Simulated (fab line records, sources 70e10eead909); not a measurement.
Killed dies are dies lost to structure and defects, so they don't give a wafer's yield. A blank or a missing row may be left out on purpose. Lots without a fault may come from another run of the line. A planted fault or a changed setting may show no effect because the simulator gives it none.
fab line records | flow nand_harc | part 2 of 2: steps 28 to 41 of 41
record lots=5 wafers=15 last_day=32
route steps=1302 shown A_BLC@1132 A_M0@1137 A_M1@1169
lots that met no fault: from a run of the same line without faults
start_h: hours from the record's first day to the start of the lot's first wafer shown | wait_h: hours since the lot's step before | " the same as in the row above | L1.1+2: a row that stands for several wafers | - no value, or no start given | * or withheld: withheld | < > ~ a bound
route shown NAME@n: a module of which the file shows steps, and the number in the route of the first | usual: mean/standard deviation of fault-free wafers | same: alike in all rows | chamber/n: place in a boat | sites: the reading at each site | _std_site: their standard deviation | _edge_site: outer sites' mean less inner sites' | radius_mm: how far each site lies from the wafer's centre | mask NAME#n: copy n | behind: the tool/chamber that last shaped the wafer | hold: why the lot was held/for how many hours/how that ended | device: the transistor (n, p or np) that didn't switch | end of line: the same wafers' tests at the end of the route | a step without rows: its recipe alone | killed: dies lost to structure and defects at the first sort, not the wafer's yield | map: a wafer's dies, x killed, . not, _ none there
set.NAME: the setting as run; set.NAME@STEP: as run at that earlier step | model.NAME: the simulator's own value behind a step, which no gauge read
lots at some steps of the route; a table a step, a row a wafer
services: from which hour (start_h, from the record's first day; less than 0 if before it) a tool's chamber was out of use, for how many hours, and why
## steps
# step NHARC_A_M0_ECD_22
# recipe target_thk_a=4000 bath_temp_c=25 material=Cu
# columns lot.wafer tool chamber start_h wait_h
L075.4+3+6 ecd_cu-02 1,0,1 533.20 -
L081.1+5+6 ecd_cu-02 1,0,1 591.19 -
L088.1+4+6 ecd_cu-01 1,1,0 672.77 -
L092.3+5+6 ecd_cu-02 1,1,0 704.47 -
L091.1+3+5 ecd_cu-02 1 712.91 -
# step NHARC_A_M0_ANNEAL_30
# recipe temp_c=225 time_s=90
# usual wafer_temp_C_max=226.02/0.24
# columns lot.wafer tool chamber start_h wait_h wafer_temp_C_max
L075.3 rtp_anneal-01 0 533.59 - 225.80
L075.4 " 0 " " 225.42
L075.6 " 0 " " 225.60
L081.1 rtp_anneal-01 0 591.52 0.3 225.98
L081.5 " 0 " " 226.09
L081.6 " 0 " " 225.90
L088.1 rtp_anneal-02 0 673.21 0.4 226.20
L088.4 " 0 " " 225.62
L088.6 " 0 " " 226.14
L092.3 rtp_anneal-01 0 704.85 0.3 226.05
L092.5 " 0 " " 225.89
L092.6 " 0 " " 225.86
L091.1 rtp_anneal-02 0 713.24 - 225.99
L091.3 " 0 " " 225.77
L091.5 " 0 " " 226.07
# step NHARC_A_M0_CMP_23
# recipe t_overpolish_s=20 target_thk_nm=113.75
# usual edge_zone_pressure_frac=1.000/0.005 motor_current_A=12.1/1.5 time_to_endpoint_s=28.0/2.5
# columns lot.wafer tool chamber start_h wait_h edge_zone_pressure_frac motor_current_A time_to_endpoint_s
L075.3 cmp-04 3 533.83 - 0.996 9.9 26.0
L075.4 " 1 " " 1.000 10.9 27.1
L075.6 " 3 " " 1.009 10.3 27.4
L081.1 cmp-01 0 591.89 - 1.007 13.0 29.7
L081.5 " 3 " " 1.002 14.3 29.6
L081.6 " 0 " " 1.003 13.3 30.6
L088.4 cmp-03 1 673.56 - 1.003 11.2 23.0
L088.1 " 3 " " 1.003 10.9 29.5
L088.6 " 1 " " 1.000 10.8 24.5
L092.3 cmp-04 0 705.10 - 1.008 13.0 30.1
L092.5 " 0 " " 0.999 13.0 26.9
L092.6 " 1 " " 1.004 10.7 28.3
L091.3 cmp-01 3 713.62 - 0.998 15.0 30.9
L091.1 " 1 " " 0.994 13.4 27.2
L091.5 " 2 " " 0.996 10.6 28.6
# step NHARC_A_M0_THK_MEAS_24
# recipe thk_meas_gauge=xrf
# usual thk_nm=113.6/1.7
# columns lot.wafer tool chamber start_h wait_h thk_nm
L075.3 film_metro-02 - 534.15 - 114.8
L075.4 " - " " 113.6
L075.6 " - " " 112.7
L081.1 film_metro-02 - 592.18 - 116.2
L081.5 " - " " 115.0
L081.6 " - " " 114.8
L088.1 film_metro-01 - 673.87 - 111.1
L088.4 " - " " 110.9
L088.6 " - " " 111.3
L092.3 film_metro-01 - 705.41 - 115.1
L092.5 " - " " 114.8
L092.6 " - " " 113.7
L091.1 film_metro-01 - 713.90 - 112.9
L091.3 " - " " 114.1
L091.5 " - " " 112.3
# step NHARC_A_M0_SRD_25
# columns lot.wafer tool chamber start_h wait_h
L075.4+3+6 wet_bench-10 2,4,5 534.19 0.0
L081.5+6+1 wet_bench-08 6,1,2 592.23 0.0
L088.1+4+6 wet_bench-08 1,4,5 673.91 0.0
L092.5+3+6 wet_bench-08 7,0,1 705.46 0.0
L091.3+1+5 wet_bench-08 5,0,1 713.95 0.0
# step NHARC_A_M0_INSPECT_27
# usual raw_defect_count=559/140
# columns lot.wafer tool chamber start_h wait_h raw_defect_count
L075.3 defect_inspect-01 - 534.31 0.0 526
L075.4 " - " " 487
L075.6 " - " " 465
L081.1 defect_inspect-01 - 592.34 0.0 406
L081.5 " - " " 456
L081.6 " - " " 350
L088.1 defect_inspect-02 - 674.03 0.0 605
L088.4 " - " " 415
L088.6 " - " " 452
L092.3 defect_inspect-01 - 705.57 0.0 541
L092.5 " - " " 629
L092.6 " - " " 602
L091.1 defect_inspect-01 - 714.06 0.0 568
L091.3 " - " " 421
L091.5 " - " " 830
# step NHARC_A_M0_PRE_CLEAN_31
# recipe time_s=12 temp_c=370 rf_power_w=300 gas=NH3
# usual heater_power_w=681/84
# columns lot.wafer tool chamber start_h wait_h heater_power_w
L075.3 pecvd-04 2 534.38 0.1 724
L075.6 " 1 " " 707
L075.4 " 0 " " 734
L081.1 pecvd-04 0 592.43 0.1 750
L081.6 " 1 " " 709
L081.5 " 0 " " 765
L088.1 pecvd-04 0 674.12 0.1 754
L088.6 " 1 " " 623
L088.4 " 2 " " 768
L092.3 pecvd-04 2 705.63 0.1 758
L092.6 " 0 " " 642
L092.5 " 1 " " 743
L091.1 pecvd-03 0 714.13 0.1 557
L091.3 " 2 " " 517
L091.5 " 0 " " 560
# step NHARC_A_M0_DEP_32
# recipe target_thk_a=300 temp_c=370 target_thk_nm=30 pressure_torr=3 flow_sccm=200 rf_w=450 material=SiCN
# usual heater_power_w=617/83
# columns lot.wafer tool chamber start_h wait_h heater_power_w
L075.3 pecvd-04 2 534.49 0.1 642
L075.6 " 1 " " 608
L075.4 " 0 " " 680
L081.1 pecvd-04 0 592.57 0.1 682
L081.6 " 1 " " 709
L081.5 " 0 " " 677
L088.1 pecvd-04 0 674.26 0.1 670
L088.6 " 1 " " 641
L088.4 " 2 " " 730
L092.3 pecvd-04 2 705.71 0.1 716
L092.6 " 0 " " 594
L092.5 " 1 " " 655
L091.1 pecvd-03 0 714.21 0.1 547
L091.3 " 2 " " 478
L091.5 " 0 " " 535
# step NHARC_A_M1_DEP_00
# recipe target_thk_a=1825 target_thk_nm=182.5 temp_c=withheld pressure_torr=5 flow_sccm=200 rf_w=600 material=SiOC
# columns lot.wafer tool chamber start_h wait_h
L075.3+4+6 pecvd-02 2,2,1 534.87 -
L081.1+5+6 pecvd-04 1,1,0 - -
L088.1+4+6 pecvd-03 1,0,1 674.64 -
L092.3+6+5 pecvd-04 1,2,0 - -
L091.1+3+5 pecvd-02 2,0,2 714.62 -
# step NHARC_A_M1_DEHYDRATE_01
# recipe temp_c=150 time_s=120
# columns lot.wafer tool chamber start_h wait_h
L075.3+4+6 litho_track-01 0 535.27 -
L081.1+5+6 litho_track-04 0 593.29 -
L088.1+4+6 litho_track-06 0 674.99 -
L092.3+5+6 litho_track-04 0 706.51 -
L091.1+3+5 litho_track-06 0 715.04 -
# step NHARC_A_M1_HMDS_02
# recipe time_s=30
# columns lot.wafer tool chamber start_h wait_h
L075.3+4+6 litho_track-01 0 - -
L081.1+5+6 litho_track-04 0 - -
L088.1+4+6 litho_track-06 0 - -
L092.3+5+6 litho_track-04 0 - -
L091.1+3+5 litho_track-06 0 - -
# step NHARC_A_M1_COAT_34
# recipe temp_c=200 time_s=65
# columns lot.wafer tool chamber start_h wait_h
L075.3+4+6 litho_track-01 0 - -
L081.1+5+6 litho_track-04 0 - -
L088.1+4+6 litho_track-06 0 - -
L092.3+5+6 litho_track-04 0 - -
L091.1+3+5 litho_track-06 0 - -
# step NHARC_A_M1_COAT_03
# recipe spin_rpm=1500 resist_thk_nm=90
# columns lot.wafer tool chamber start_h wait_h
L075.3+4+6 litho_track-01 0 - -
L081.1+5+6 litho_track-04 0 - -
L088.1+4+6 litho_track-06 0 - -
L092.3+5+6 litho_track-04 0 - -
L091.1+3+5 litho_track-06 0 - -
# step NHARC_A_M1_SOFTBAKE_04
# recipe temp_c=105 time_s=55
# columns lot.wafer tool chamber start_h wait_h
L075.3+4+6 litho_track-01 0 - -
L081.1+5+6 litho_track-04 0 - -
L088.1+4+6 litho_track-06 0 - -
L092.3+5+6 litho_track-04 0 - -
L091.1+3+5 litho_track-06 0 - -
## services
# columns tool chamber start_h hours kind
ecd_cu-02 - 506.68 1.9 repair
wet_bench-07 - 512.00 8.0 pm
pvd_sputter-01 - 519.74 4.8 repair
pvd_sputter-03 - 520.70 3.6 repair
rie_diel-10 2 522.42 2.6 repair
arfi_scanner-01 - 522.82 0.9 repair
pvd_sputter-03 - 526.02 10.0 pm
litho_track-06 - 529.00 7.0 pm
cvd_w-02 - 532.66 1.7 repair
pecvd-03 - 545.62 1.8 repair
pecvd-03 - 547.79 13.0 pm
litho_track-04 - 553.00 7.0 pm
pvd_sputter-01 - 584.92 10.0 pm
rie_diel-10 - 596.54 9.0 pm
rie_diel-11 1 606.28 1.9 repair
rie_diel-11 - 609.50 9.0 pm
pecvd-04 - 631.35 13.0 pm
rie_diel-10 0 636.92 3.0 repair
pvd_sputter-02 - 638.00 10.0 pm
rie_diel-11 0 680.00 9.6 repair
litho_track-01 - 680.00 7.0 pm
pvd_sputter-02 - 692.67 0.5 repair
pvd_sputter-01 - 695.70 0.7 repair
litho_track-06 - 704.00 7.0 pm
